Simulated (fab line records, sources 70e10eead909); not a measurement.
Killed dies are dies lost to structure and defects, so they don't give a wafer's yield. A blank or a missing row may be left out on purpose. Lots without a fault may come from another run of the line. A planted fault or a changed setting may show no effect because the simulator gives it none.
A struck lot beside a sound one | flow nand_harc | 15 steps out of a route of 1302
Sound: wafers L409.3, L409.4, L409.6. Struck: wafers L411.3, L411.4, L411.5. The cause comes at the end.
At each step with rows: each side's tool, then ch and its chambers, then its first start. Under that, the readings that differ: sound wafers | struck wafers | difference of the means | sigmas: that difference in standard deviations of wafers without a fault.
alike: readings whose means differ by less than 2 such deviations, and words and numbers that are the same on both sides. not compared: withheld readings, readings that some wafer has no value for, bounds like >300 that may hide the same value, and numbers for which the record gives no deviation and whose values overlap.
The two part at a step that has a row with sigmas, a row that says differs or no value, or rows on one side only. Numbers that don't overlap but have no deviation are shown without sigmas and don't part them. A reading that every wafer of one side lacks parts them only if that side has two wafers or more.

first, 4 steps without rows for these wafers: NHARC_A_ZERO_WELL_STRIP_14 (strips in SPM, time 900 s); NHARC_A_ZERO_WELL_IMPLANT_15; NHARC_A_ZERO_WELL_PRECLEAN_22 (cleans in SC1, time 60 s); NHARC_A_ZERO_WELL_SRD_23.
NHARC_A_ZERO_WELL_RTA_16: time 10 s.
  sound on rtp_anneal-02 ch 0, day 11 12:31; struck on rtp_anneal-01 ch 0, day 12 07:53
  reading          | sound                | struck               | difference | sigmas
  wafer_temp_C_max | 1001.7 1001.8 1001.5 | 1005.1 1004.8 1004.3 | +3.1       | +3
  alike: anneal_temp_c_max, lamp_power_pct
NHARC_A_ZERO_WELL_INSPECT_17:
  sound on defect_inspect-02, day 11 12:40; struck on defect_inspect-01, day 12 08:02
  alike: raw_defect_count
then, 3 steps without rows for these wafers: NHARC_A_SOURCE_PLATE_PRECLEAN_00 (cleans in HF-LAST, time 60 s); NHARC_A_SOURCE_PLATE_SRD_01; NHARC_A_SOURCE_PLATE_OXIDE_02 (material SiO2, target thk 10 nm, ox time 1362 s).
NHARC_A_SOURCE_PLATE_THK_MEAS_09: measures by ellipsometry.
  sound on film_metro-02, day 11 23:46; struck on film_metro-02, day 12 16:04
  alike: thk_nm
then, 1 step without rows for these wafers: NHARC_A_SOURCE_PLATE_PVD_04 (deposits WSi2, target thk 50 nm).
NHARC_A_SOURCE_PLATE_CVD_03: deposits poly-Si, target thk 200 nm, time 4000 s.
  sound on lpcvd_poly-04 ch 0, day 12 02:20; struck on lpcvd_poly-02 ch 0, day 12 18:32
  reading                | sound             | struck               | difference | sigmas
  spike_tc_bottom_C (C)  | 639.6 638.8 639.2 | 651.5 653.8 654.0    | +13.9      | +14
  spike_tc_centre_C (C)  | 618.6 620.4 620.9 | 634.3 636.1 635.1    | +15.2      | +11
  spike_tc_lower_C (C)   | 621.2 621.8 621.9 | 631.1 631.2 631.1    | +9.5       | +6
  spike_tc_top_C (C)     | 637.6 637.7 639.4 | 650.3 651.4 652.6    | +13.2      | +8
  spike_tc_upper_C (C)   | 619.9 618.2 618.1 | 632.6 631.5 631.2    | +13.0      | +13
  tube_center_temp_C (C) | 620 620.06 620.03 | 632.91 632.76 632.86 | +12.81     | +99 or more
then, 1 step without rows for these wafers: NHARC_A_SOURCE_PLATE_ANNEAL_05 (time 1800 s).
NHARC_A_SOURCE_PLATE_THK_MEAS_06: measures by ellipsometry.
  sound on film_metro-01, day 12 12:20; struck on film_metro-02, day 13 05:37
  reading     | sound             | struck            | difference | sigmas
  thk_nm (nm) | 199.6 202.4 200.5 | 268.3 266.9 266.6 | +66.4      | +33
  not compared: hold
-- the record jumps here: 17 days lie between the struck wafers' starts before and after (it left off in module A_SOURCE_PLATE and takes up again in module END, whose first step shown is number 1302 of the route) --
NHARC_END_SORT_01:
  sound on prober-02 ch 0, day 30 10:04; struck on prober-01 ch 0, day 30 03:56
  alike: killed_at_array, killed_at_other, killed_at_periphery, killed_dies, killed_open, killed_short

WHERE THEY PART
First at NHARC_A_ZERO_WELL_RTA_16; last, within this record, at NHARC_A_SOURCE_PLATE_THK_MEAS_06. Later steps at which nothing parts them and some readings are alike: NHARC_END_SORT_01.

WHY: what the simulator had put in
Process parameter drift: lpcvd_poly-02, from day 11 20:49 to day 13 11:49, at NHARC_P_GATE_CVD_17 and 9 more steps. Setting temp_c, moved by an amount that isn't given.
